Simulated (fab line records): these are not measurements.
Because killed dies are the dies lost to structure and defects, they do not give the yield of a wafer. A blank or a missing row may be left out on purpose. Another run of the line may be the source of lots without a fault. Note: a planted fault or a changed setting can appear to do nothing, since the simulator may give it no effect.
One fault through the eyes of 3 desks -- flow nand-harc -- what lay behind the numbers comes last; until then each desk has only its own

== THE DEFECT DESK ==
What the inspections along the route counted, lot by lot: means of the sampled wafers that have a number. The brackets show how far a lot's mean lies from the usual mean; more than 4 standard deviations puts the lot out of limits, marked OUT.
Columns: A = raw-defect-count at NHARC_A_ZERO_WELL_INSPECT_17, usual 11
lot,first seen here,A
L988,day 6 01:20,9
L990,day 6 14:54,13
L992,day 7 12:32,7
L991,day 8 05:56,7
L994,day 8 11:33,14
L995,day 9 00:10,11
L997,day 9 22:01,9
L998,day 10 04:15,5
L999,day 10 07:17,13
L104,day 12 14:07,9
L105,day 13 05:26,7
L108,day 14 01:37,7
L107,day 14 02:11,11
L109,day 14 19:34,16
This desk's verdict: no lot among the 14 shows anything out of limits.

== FROM THE METROLOGY DESK ==
What the gauges read, lot by lot, whatever tool the lot ran on: means of the sampled wafers that have a number. The brackets show how far a lot's mean lies from the usual mean; more than 4 standard deviations puts the lot out of limits, marked OUT.
Columns: A = thk-nm at NHARC_A_SOURCE_PLATE_THK_MEAS_09, usual 9.8 nm; B = thk-nm at NHARC_A_ONON_D1_THK_MEAS_05, usual 1003 nm
lot,first seen here,A,B
L988,day 6 08:35,10.1,1010
L990,day 7 01:17,9.3,1004
L992,day 7 19:45,10.5,999
L991,day 8 12:46,8.3,1006
L994,day 8 20:05,9.7,1005
L995,day 9 07:04,10.4,1007
L997,day 10 05:22,9.5,992
L998,day 10 13:40,9.8,1011
L999,day 10 13:40,9.6,1016
L104,day 12 20:56,8.6,1682 (+89) OUT
L105,day 13 13:35,9.1,1009
L108,day 14 08:56,10.6,1002
L107,day 14 08:58,9.3,1675 (+88) OUT
L109,day 15 02:49,9.9,1010
This desk finds L104, L107 out of limits, L104 being first, at day 13 11:07 (thk-nm at NHARC_A_ONON_D1_THK_MEAS_05). In limits: L988, L990, L992, L991, L994, L995, L997, L998, L999, L105, L108, L109.

== AT THE TOOL OWNER'S DESK: pecvd-onon-03 ==
The tool's own readings at NHARC_A_ONON_D1_DEP_03 (target thk 1000 nm): means of the sampled wafers that have a number, for each lot that ran on this tool. The brackets show how far a lot's mean lies from the usual mean; more than 4 standard deviations puts the lot out of limits, marked OUT.
Columns: A = sih4-flow-sccm at NHARC_A_ONON_D1_DEP_03, usual 210.0 sccm
lot,first seen here,A
L992,day 8 09:52,210.4
L991,day 9 03:58,210.5
L104,day 13 10:43,210.3
L107,day 14 22:34,209.3
This desk's verdict: no lot among the 4 shows anything out of limits.

== BROUGHT TOGETHER ==
L104, L107 would have let the metrology desk raise an alarm at day 13 11:07.
The defect desk saw nothing out of limits.
The desk of the tool owner found nothing out of limits.
The defect desk has L104, L107 on record, within its limits.
Tool owner's desk: L104, L107 on record, inside its limits.
Of the lots named, all ran NHARC_A_ONON_D1_DEP_03 on pecvd-onon-03.

== WHAT THE SIMULATOR HAD PUT IN ==
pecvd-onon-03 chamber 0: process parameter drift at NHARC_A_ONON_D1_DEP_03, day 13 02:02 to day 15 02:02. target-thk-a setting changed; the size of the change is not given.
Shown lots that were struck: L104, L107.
Delay in hours, fault start to first out-of-limits reading, per desk: metrology desk 9.
